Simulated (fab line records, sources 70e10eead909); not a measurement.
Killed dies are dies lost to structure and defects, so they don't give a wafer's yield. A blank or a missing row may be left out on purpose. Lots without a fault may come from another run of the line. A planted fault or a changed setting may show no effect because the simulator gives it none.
Chamber matching | flow nand_harc | NHARC_A_STAIRCASE_DEP_325 on pecvd-04: 3 sister chambers
The step deposits SiO2, target thk 3800 nm. 3 wafers are shown with their chamber, then 9 later ones without.

WAFERS WITH THEIR CHAMBER
wafer  | chamber | heater_power_outer_w (W)
L085.3 | 0       | 410
L086.1 | 2       | 312
L086.5 | 1       | 380

WAFERS WITHOUT THEIR CHAMBER
wafer  | heater_power_outer_w (W)
L094.1 | 429
L094.3 | 327
L094.5 | 318
L092.1 | 345
L092.2 | 432
L092.6 | 359
L095.2 | 363
L095.3 | 397
L095.4 | 321

WHICH CHAMBER EACH WENT THROUGH
wafer  | from the rows above          | in truth
L094.1 | can't be placed: 0 or 1      | 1
L094.3 | 2                            | 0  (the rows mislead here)
L094.5 | 2                            | 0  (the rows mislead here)
L092.1 | can't be placed: 2 or 1 or 0 | 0
L092.2 | can't be placed: 0 or 1      | 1
L092.6 | can't be placed: 1 or 2 or 0 | 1
L095.2 | can't be placed: 1 or 0 or 2 | 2
L095.3 | can't be placed: 0 or 1      | 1
L095.4 | 2                            | 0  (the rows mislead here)
Placed correctly: 0 of 9. Can't be placed from these rows: 6 (the true chamber is among the candidates in 6). Placed wrongly: 3.
How it was worked out, from the rows above alone: a wafer's distance from a chamber is the root of the sum, over the readings, of the square of ((its reading less the chamber's mean) divided by the reading's scatter). The wafer belongs to the nearest chamber; if the next one is less than 2 further off, it can't be placed. A chamber's mean is the mean of its shown wafers. The scatter: with one shown wafer a chamber, the root of the mean of the squares of how far each hidden wafer lies from its nearest shown one.
